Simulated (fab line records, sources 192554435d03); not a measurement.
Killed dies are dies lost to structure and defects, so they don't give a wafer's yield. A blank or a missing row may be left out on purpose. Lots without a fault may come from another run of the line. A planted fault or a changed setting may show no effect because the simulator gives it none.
Split-lot experiment | flow n5_finfet | 7 lots, 21 wafers read, on a route of 1938 steps

THE SPLIT
At N5_BEOL_M11_EXPOSE_08 (exposes mask M11), the setting dose_mj was moved away from the recipe's 53.75 on 4 of the 21 wafers read, by -5.7% to +5.1%. The other wafers ran this setting at the recipe's value.

FROM THE SPLIT TO THE READING: what the file shows between them, 15 steps
- N5_BEOL_M11_PEB_09: peb time 60 s
- N5_BEOL_M11_DEVELOP_10: develop time 30 s
- N5_BEOL_M11_CD_MEAS_11: target cd 64.1 nm
- N5_BEOL_M11_DESCUM_16: chemistry O2, time 7.9 s
- N5_BEOL_M11_ETCH_61: etches SiARC in CF4, target depth 39 nm, time 65 s
- N5_BEOL_M11_ETCH_62: etches SOC in N2/H2, target depth 110 nm, overetch 22 nm, time 165 s
- N5_BEOL_M11_STRIP_68: strips in N2/H2
- N5_BEOL_M11_STRIP_67: strips in CF4
- N5_BEOL_M11_HM_OPEN_17: chemistry Cl2/BCl3, target TiN, target depth 20 nm, overetch 6 nm
- N5_BEOL_M11_STRIP_19: strips in O2
- N5_BEOL_M11_CD_MEAS_18: pitch 140 nm, target cd 70 nm
- N5_BEOL_M11_COAT_63: time 60 s, resist thk 100 nm
- N5_BEOL_M11_COAT_64: time 60 s, resist thk 30 nm
- N5_BEOL_M11_PRECLEAN_42: cleans in residue remover, time 60 s
- N5_BEOL_M11_SRD_43: time 30 s

THE READING
cd_nm, in nm, at N5_BEOL_M11_CD_MEAS_35 (target cd 70 nm). Fault-free wafers of this fab line usually give 69.7 nm, standard deviation 0.53 nm.

wafer  | tool, chamber at the split | dose_mj as run | against the recipe | cd_nm, nm | against lot-mates on the recipe
L077.1 | arfi_scanner-02, 0         | 53.75          | recipe             | 70.2      | -
L077.2 | arfi_scanner-02, 0         | 53.75          | recipe             | 69.3      | -
L077.6 | arfi_scanner-02, 0         | 53.75          | recipe             | 70.1      | -
L081.1 | arfi_scanner-02, 0         | 53.75          | recipe             | 68.9      | -
L081.3 | arfi_scanner-02, 0         | 50.66          | -5.7%              | 66.9      | -2.5
L081.4 | arfi_scanner-02, 0         | 53.75          | recipe             | 69.9      | -
L084.1 | arfi_scanner-03, 0         | 53.75          | recipe             | 69.9      | -
L084.2 | arfi_scanner-03, 0         | 53.75          | recipe             | 70.5      | -
L084.5 | arfi_scanner-03, 0         | 53.75          | recipe             | 70.2      | -
L085.1 | arfi_scanner-01, 0         | 53.75          | recipe             | 69.5      | -
L085.3 | arfi_scanner-01, 0         | 53.75          | recipe             | 69.5      | -
L085.4 | arfi_scanner-01, 0         | 53.75          | recipe             | 69.2      | -
L088.2 | arfi_scanner-01, 0         | 54.77          | +1.9%              | 71.0      | +1.6
L088.5 | arfi_scanner-01, 0         | 54.77          | +1.9%              | 70.6      | +1.2
L088.6 | arfi_scanner-01, 0         | 53.75          | recipe             | 69.4      | -
L096.1 | arfi_scanner-01, 0         | 56.5           | +5.1%              | 73.0      | +3.8
L096.3 | arfi_scanner-01, 0         | 53.75          | recipe             | 69.4      | -
L096.4 | arfi_scanner-01, 0         | 53.75          | recipe             | 69.1      | -
L097.1 | arfi_scanner-03, 0         | 53.75          | recipe             | 70.4      | -
L097.3 | arfi_scanner-03, 0         | 53.75          | recipe             | 69.8      | -
L097.6 | arfi_scanner-03, 0         | 53.75          | recipe             | 69.9      | -

THE FIT
A straight line over all 21 wafers: cd_nm changes by +0.557 nm for each +1% of dose_mj; r = +0.92; the points scatter about the line by 0.46 nm.
The same after taking each lot's own level away (the mean of its wafers on the recipe; 21 wafers): +0.58 nm for each +1%; r = +0.94; scatter 0.38 nm.
On that fit, the largest move of dose_mj shifts the reading by 3.3 nm.
The lots' own levels span 69.25 to 70.20 nm, that is 1.8 times the standard deviation above.
So the lot-to-lot level changes the slope little: the two slopes agree.
Check: with one of the wafers moved furthest among these (-5.7%) left out of the fit, the line predicts -4.22 nm for it against its lot-mates. It came out at -2.5 nm against them.

OTHER SPLITS ON THESE WAFERS
These wafers also went through other splits before the reading. Each is held against what the fit with the lots' levels taken away leaves over:
other split on the same wafers | wafers away from the commonest value | r with cd_nm (lot level and that fit taken away)
N5_BEOL_M8_ILD_DEP_00 time_s   | 5                                    | +0.43
N5_BEOL_M8_DESCUM_16 time_s    | 8                                    | -0.03
N5_BEOL_M9_DESCUM_16 time_s    | 7                                    | +0.41
N5_BEOL_M9_COAT_22 spin_rpm    | 8                                    | -0.39
N5_BEOL_M9_ALD_74 ald_cycles   | 7                                    | -0.06
N5_BEOL_M11_PECVD_70 time_s    | 4                                    | -0.08

THE WHOLE CHAIN: every reading that the file lists as answering this split, in the file's order
step                   | what it does                                                         | reading                                                                | change (the file's fit)               | r (the file's)
N5_BEOL_M11_CD_MEAS_11 | target cd 64.1 nm                                                    | cd_nm                                                                  | +0.589 nm for each +1% of the setting | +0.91
N5_BEOL_M11_ETCH_61    | etches SiARC in CF4, target depth 39 nm, time 65 s                   | BEOL_M11.cd_offset_nm (the simulator's own value, which no gauge read) | +0.609 nm for each +1% of the setting | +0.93
N5_BEOL_M11_ETCH_62    | etches SOC in N2/H2, target depth 110 nm, overetch 22 nm, time 165 s | BEOL_M11.cd_offset_nm (the simulator's own value, which no gauge read) | +0.525 nm for each +1% of the setting | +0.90
N5_BEOL_M11_HM_OPEN_17 | chemistry Cl2/BCl3, target TiN, target depth 20 nm, overetch 6 nm    | BEOL_M11.cd_offset_nm (the simulator's own value, which no gauge read) | +0.506 nm for each +1% of the setting | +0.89
N5_BEOL_M11_CD_MEAS_18 | pitch 140 nm, target cd 70 nm                                        | cd_nm                                                                  | +0.496 nm for each +1% of the setting | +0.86
N5_BEOL_M11_CD_MEAS_35 | target cd 70 nm                                                      | cd_nm                                                                  | +0.576 nm for each +1% of the setting | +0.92

THE FILE'S OWN FIT
cd_nm changes by +0.576 nm for each +1% of dose_mj, r = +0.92.
